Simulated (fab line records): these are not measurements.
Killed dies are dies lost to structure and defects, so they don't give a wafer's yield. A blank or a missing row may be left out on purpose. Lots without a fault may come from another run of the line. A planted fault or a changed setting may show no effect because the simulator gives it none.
Lot-split experiment || flow n5 finfet || route with 1938 steps; 7 lots, 21 wafers read

## ABOUT THE SPLIT
At N5_BEOL_M9_ETCH_66 (etches SOC in N2/H2, target depth 80 nm, overetch 16 nm, time 120 s), the setting bias w was moved away from the recipe's 150 W on 9 of the 21 wafers read, by -14.8% to +17.9%. For the rest of the wafers, this setting stayed at what the recipe calls for.

The reading is taken at the split's own step.

## THE READING
rf vpp V, in V, at N5_BEOL_M9_ETCH_66 (etches SOC in N2/H2, target depth 80 nm, overetch 16 nm, time 120 s). A value of 524 V with a standard deviation of 3.1 V is what fault-free wafers of this fab line usually give.

{"wafer": "L079.1", "tool, chamber at the split": "rie diel-03, 0", "bias w as run, W": 150, "against the recipe": "recipe", "rf vpp V, V": 524, "against lot-mates on the recipe": "-"}
{"wafer": "L079.3", "tool, chamber at the split": "rie diel-03, 1", "bias w as run, W": 150, "against the recipe": "recipe", "rf vpp V, V": 527, "against lot-mates on the recipe": "-"}
{"wafer": "L079.4", "tool, chamber at the split": "rie diel-03, 3", "bias w as run, W": 127.8, "against the recipe": "-14.8%", "rf vpp V, V": 470, "against lot-mates on the recipe": -56}
{"wafer": "L078.1", "tool, chamber at the split": "rie diel-05, 2", "bias w as run, W": 150, "against the recipe": "recipe", "rf vpp V, V": 521, "against lot-mates on the recipe": "-"}
{"wafer": "L078.2", "tool, chamber at the split": "rie diel-05, 0", "bias w as run, W": 150, "against the recipe": "recipe", "rf vpp V, V": 521, "against lot-mates on the recipe": "-"}
{"wafer": "L078.3", "tool, chamber at the split": "rie diel-05, 3", "bias w as run, W": 136.3, "against the recipe": "-9.1%", "rf vpp V, V": 491, "against lot-mates on the recipe": -30}
{"wafer": "L081.2", "tool, chamber at the split": "rie diel-01, 3", "bias w as run, W": 150, "against the recipe": "recipe", "rf vpp V, V": 527, "against lot-mates on the recipe": "-"}
{"wafer": "L081.5", "tool, chamber at the split": "rie diel-01, 1", "bias w as run, W": 150, "against the recipe": "recipe", "rf vpp V, V": 527, "against lot-mates on the recipe": "-"}
{"wafer": "L081.6", "tool, chamber at the split": "rie diel-01, 3", "bias w as run, W": 135.3, "against the recipe": "-9.8%", "rf vpp V, V": 492, "against lot-mates on the recipe": -35}
{"wafer": "L085.2", "tool, chamber at the split": "rie diel-05, 1", "bias w as run, W": 157.7, "against the recipe": "+5.1%", "rf vpp V, V": 539, "against lot-mates on the recipe": "+19"}
{"wafer": "L085.4", "tool, chamber at the split": "rie diel-05, 3", "bias w as run, W": 150, "against the recipe": "recipe", "rf vpp V, V": 520, "against lot-mates on the recipe": "-"}
{"wafer": "L085.6", "tool, chamber at the split": "rie diel-05, 0", "bias w as run, W": 157.7, "against the recipe": "+5.1%", "rf vpp V, V": 540, "against lot-mates on the recipe": "+20"}
{"wafer": "L087.1", "tool, chamber at the split": "rie diel-01, 1", "bias w as run, W": 171.4, "against the recipe": "+14.3%", "rf vpp V, V": 572, "against lot-mates on the recipe": "+46"}
{"wafer": "L087.2", "tool, chamber at the split": "rie diel-01, 2", "bias w as run, W": 150, "against the recipe": "recipe", "rf vpp V, V": 526, "against lot-mates on the recipe": "-"}
{"wafer": "L087.4", "tool, chamber at the split": "rie diel-01, 3", "bias w as run, W": 171.4, "against the recipe": "+14.3%", "rf vpp V, V": 571, "against lot-mates on the recipe": "+45"}
{"wafer": "L091.1", "tool, chamber at the split": "rie diel-05, 0", "bias w as run, W": 176.8, "against the recipe": "+17.9%", "rf vpp V, V": 578, "against lot-mates on the recipe": "+55"}
{"wafer": "L091.2", "tool, chamber at the split": "rie diel-05, 3", "bias w as run, W": 176.8, "against the recipe": "+17.9%", "rf vpp V, V": 577, "against lot-mates on the recipe": "+54"}
{"wafer": "L091.4", "tool, chamber at the split": "rie diel-05, 1", "bias w as run, W": 150, "against the recipe": "recipe", "rf vpp V, V": 523, "against lot-mates on the recipe": "-"}
{"wafer": "L097.1", "tool, chamber at the split": "rie diel-05, 0", "bias w as run, W": 150, "against the recipe": "recipe", "rf vpp V, V": 521, "against lot-mates on the recipe": "-"}
{"wafer": "L097.2", "tool, chamber at the split": "rie diel-05, 1", "bias w as run, W": 150, "against the recipe": "recipe", "rf vpp V, V": 522, "against lot-mates on the recipe": "-"}
{"wafer": "L097.4", "tool, chamber at the split": "rie diel-05, 2", "bias w as run, W": 150, "against the recipe": "recipe", "rf vpp V, V": 520, "against lot-mates on the recipe": "-"}

THE FIT
A straight line over all 21 wafers: rf vpp V changes by +3.27 V for each +1% of bias w; r = +1.00; the points scatter about the line by 2.8 V.
The same after taking each lot's own level away (the mean of its wafers on the recipe; 21 wafers): +3.28 V for each +1%; r = +1.00; scatter 2.3 V.
The reading moves by 59 V for the largest change in bias w, on that fit.
The span of the lots' own levels, 520.0 to 527.0 V, comes to 2.3 times the standard deviation stated above.
Consequently the slope shifts little with the lot-to-lot level, the two slopes agreeing.
Check: for one of the wafers moved furthest among these (+17.9%), held out of the fit, the line's prediction against its lot-mates is +58.8 V. It came out at +55 V against them.
Tool readings at the split's step, against how far the setting was moved: rf vpp V r = +1.00.

## FURTHER SPLITS ON THESE WAFERS
Note: prior to the reading, these wafers also went through further splits. Each is held against what the fit with the lots' levels taken away leaves over:
{"other split on the same wafers": "N5_BEOL_M4_ILD_DEP_00 time s", "wafers away from the commonest value": 6, "r with rf vpp V (lot level and that fit taken away)": -0.16}
{"other split on the same wafers": "N5_BEOL_M4_TRENCH_ETCH_37 bias w", "wafers away from the commonest value": 9, "r with rf vpp V (lot level and that fit taken away)": "+0.17"}
{"other split on the same wafers": "N5_BEOL_M5_ILD_DEP_00 time s", "wafers away from the commonest value": 6, "r with rf vpp V (lot level and that fit taken away)": -0.02}
{"other split on the same wafers": "N5_BEOL_M7_ILD_DEP_00 time s", "wafers away from the commonest value": 7, "r with rf vpp V (lot level and that fit taken away)": -0.17}
{"other split on the same wafers": "N5_BEOL_M7_TRENCH_ETCH_37 bias w", "wafers away from the commonest value": 8, "r with rf vpp V (lot level and that fit taken away)": -0.26}
{"other split on the same wafers": "N5_BEOL_M7_ALD_77 ald cycles", "wafers away from the commonest value": 8, "r with rf vpp V (lot level and that fit taken away)": -0.21}
{"other split on the same wafers": "N5_BEOL_M8_DESCUM_16 time s", "wafers away from the commonest value": 5, "r with rf vpp V (lot level and that fit taken away)": "+0.16"}
{"other split on the same wafers": "N5_BEOL_M9_ETCH_65 bias w", "wafers away from the commonest value": 10, "r with rf vpp V (lot level and that fit taken away)": -0.44}

## THE WHOLE CHAIN: every reading that the file lists as answering this split, in the file's order
{"step": "N5_BEOL_M9_ETCH_66", "what it does": "etches SOC in N2/H2, target depth 80 nm, overetch 16 nm, time 120 s", "reading": "rf vpp V", "change (the file's fit)": "+3.34 V for each +1% of the setting", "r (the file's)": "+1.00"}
{"step": "N5_BEOL_M9_ETCH_66", "what it does": "etches SOC in N2/H2, target depth 80 nm, overetch 16 nm, time 120 s", "reading": "SiARC_of_BEOL_M9_COAT_64.thk nm (the simulator's own value, which no gauge read)", "change (the file's fit)": "-0.0731 nm for each +1% of the setting", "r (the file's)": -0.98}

## FILE'S OWN FIT
rf vpp V changes by +3.34 V for each +1% of bias w, r = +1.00.
